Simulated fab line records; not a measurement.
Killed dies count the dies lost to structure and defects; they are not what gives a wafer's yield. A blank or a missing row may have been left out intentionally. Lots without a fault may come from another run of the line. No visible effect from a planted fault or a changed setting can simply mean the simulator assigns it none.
A struck lot beside a sound one -- flow n5 finfet -- 25 out of 1938 route steps
Sound: the wafers L302.3, L302.5. Struck: wafers L312.2, L312.4, L312.6. The cause is named last.
For every step that has rows: the tool of each side, followed by ch and its chambers, followed by its first start. Under that, the readings that differ: sound wafers -- struck wafers -- difference of the means -- sigmas: that difference in standard deviations of wafers without a fault.
alike: a reading whose means differ by less than 2 such deviations, as well as words and numbers matching on both sides. not compared: withheld readings; readings where some wafer has no value; bounds like >300 that might hide an equal value; numbers whose values overlap and for which the record gives no deviation.
A row with sigmas, a row that says differs or no value, or rows on one side alone: a step with any of these is where the two part. Numbers that don't overlap but have no deviation are shown without sigmas and don't part them. A reading missing from all wafers of one side parts the sides only when that side holds two or more wafers.

N5_STI_FIN_REVEAL_ETCHBACK_08: etches SiO2 in C4F6/O2, target depth 30.5 nm, time 10.167 s.
  sound on rie diel-06 ch 0,2, day 3 00:07; struck on rie diel-04 ch 1,3, day 5 13:22
reading,sound,struck,difference,sigmas
throttle valve pct (%),20.69 20.93,21.50 21.36 21.35,+0.59,+2
  alike: C4F6_flow_sccm, drypump motor current A, oes product au, rf vpp V, showerhead plenum p Torr
  not compared: rf hours counter h
N5_STI_FIN_REVEAL_STRIP_24: strips in N2/H2, time 90 s.
  sound on rie diel-06 ch 0,2, day 3 00:09; struck on rie diel-04 ch 1,3, day 5 13:24
  alike: drypump motor current A, oes product au, rf vpp V, showerhead plenum p Torr, throttle valve pct
  not compared: rf hours counter h
then, 4 steps without rows for these wafers: N5_STI_FIN_REVEAL_PRECLEAN_25 (cleans in SPM, time 90 s); N5_STI_FIN_REVEAL_PRECLEAN_26 (cleans in SC1, time 45 s); N5_STI_FIN_REVEAL_PRECLEAN_29 (cleans in DHF, time 30 s); N5_STI_FIN_REVEAL_SRD_12 (time 30 s).
N5_STI_FIN_REVEAL_RECESS_09: chemistry HF/NH3, target SiO2, afs cycles 11, target depth 42.5 nm, sublimation time 60 s.
  sound on vapor etch-02 ch 0, day 3 00:53; struck on vapor etch-02 ch 0,1, day 5 13:37
  alike: drypump motor current A
then, 3 steps without rows for these wafers: N5_STI_FIN_REVEAL_STRIP_16 (strips SiNx in H3PO4, target depth 23.8 nm); N5_STI_FIN_REVEAL_PRECLEAN_17 (cleans in NF3:NH3, afs cycles 1, time 20 s, sublimation time 60 s); N5_STI_FIN_REVEAL_ETCH_34 (etches Si in H2, material Si, target depth 0.97 nm).
N5_STI_FIN_REVEAL_OXIDATION_31: chemistry O2 PLASMA REMOTE, time 20 s.
  sound on plasma asher-02 ch 0, day 3 02:32; struck on plasma asher-02 ch 0,1, day 5 15:59
  alike: drypump motor current A, heater power w
  not compared: rf hours counter h
then, 1 step without rows for these wafers: N5_STI_FIN_REVEAL_PRECLEAN_32 (cleans in NF3:NH3, afs cycles 1, time 20 s, sublimation time 60 s).
N5_STI_FIN_REVEAL_STRIP_35: strips Si3N4 in H3PO4, target depth 4 nm, time 39 s.
  sound on wet bench-02 ch 3,6, day 3 02:49; struck on wet bench-02 ch 0,1,6, day 5 16:17
then, 1 step without rows for these wafers: N5_STI_FIN_REVEAL_SRD_21 (time 30 s).
N5_STI_FIN_REVEAL_OXIDATION_33: chemistry O2 PLASMA REMOTE, time 20 s.
  sound on plasma asher-02 ch 1, day 3 02:55; struck on plasma asher-02 ch 0, day 5 16:20
  alike: drypump motor current A, heater power w
  not compared: rf hours counter h
then, 2 steps without rows for these wafers: N5_STI_FIN_REVEAL_CLEAN_19 (cleans in O3/DIW, time 120 s); N5_STI_FIN_REVEAL_SRD_23 (time 30 s).
N5_STI_FIN_REVEAL_CD_MEAS_22: target cd 6.238 nm, pitch 28 nm.
  sound on cd sem-02 at day 3 03:07; struck on cd sem-03 at day 5 16:30
  alike: cd nm
N5_STI_FIN_REVEAL_FIN_H_MEAS_10:
  sound on ocd-01 at day 3 03:09; struck on ocd-01 at day 5 16:32
  alike: trench depth nm
then, 2 steps without rows for these wafers: N5_STI_FIN_REVEAL_PRECLEAN_18 (cleans in SC2, time 45 s); N5_STI_FIN_REVEAL_SRD_28 (time 30 s).
N5_STI_FIN_REVEAL_INSPECT_13: inspects for defects (darkfield).
  sound on defect inspect-01 at day 3 03:16; struck on defect inspect-02 at day 5 16:37
reading,sound,struck,difference,sigmas
raw defect count,9 13,1054 992 996,+1003,+99 or more
then, 1 step without rows for these wafers: N5_DUMMY_GATE_PRECLEAN_00 (cleans in O3/DIW, time 60 s).
-- the record jumps here: 6 days lie between the struck wafers' starts before and after (it left off in module DUMMY_GATE and takes up again in module BEOL_M4, whose first step shown is number 1111 of the route) --
N5_BEOL_M4_RC_MEAS_101:
  sound on prober-01 ch 0, day 8 05:52; struck on prober-01 ch 0, day 11 04:38
reading,sound,struck,difference,sigmas
DIBL_N (mV/V),35.2 32.2,42.5 36.1 37.2,+4.9,+2
  alike: DIBL_P, IOFF_N, IOFF_P, ION_N, ION_P, SS_N, SS_P, VT_N, VT_P
-- a jump in the record: the struck wafers' starts before and after are 4 days apart (it breaks off in module BEOL_M4 and resumes in module PASSIVATION, where the first step shown is number 1936 of the route) --
N5_PASSIVATION_PROBE_49:
  sound on prober-01 at day 12 15:18; struck on prober-01 at day 15 13:05
reading,sound,struck,difference,sigmas
defect limited yield (%),90.3 91.9,82.2 79.7 83.4,-9.3,-6
killed at front end,57 38,146 176 148,+109,+9
killed dies,114 95,210 239 196,+110,+6
sort_bin_5_function (%),5.0 4.7,9.7 12.1 9.9,+5.7,+6
sort n pass,1066 1085,969 941 984,-111,-6
sort yield pct (%),90.3 91.9,82.1 79.7 83.4,-9.4,-6
  alike: killed_at_M0_to_M3, killed_at_M4_up, killed at contacts, killed at other, killed open, killed short, sort_bin_4_leakage, sort_bin_6_memory, sort_bin_8_speed

== WHERE THEY PART ==
Earliest at N5_STI_FIN_REVEAL_ETCHBACK_08; latest, in this record, at N5_PASSIVATION_PROBE_49.

WHY: what the simulator had put in
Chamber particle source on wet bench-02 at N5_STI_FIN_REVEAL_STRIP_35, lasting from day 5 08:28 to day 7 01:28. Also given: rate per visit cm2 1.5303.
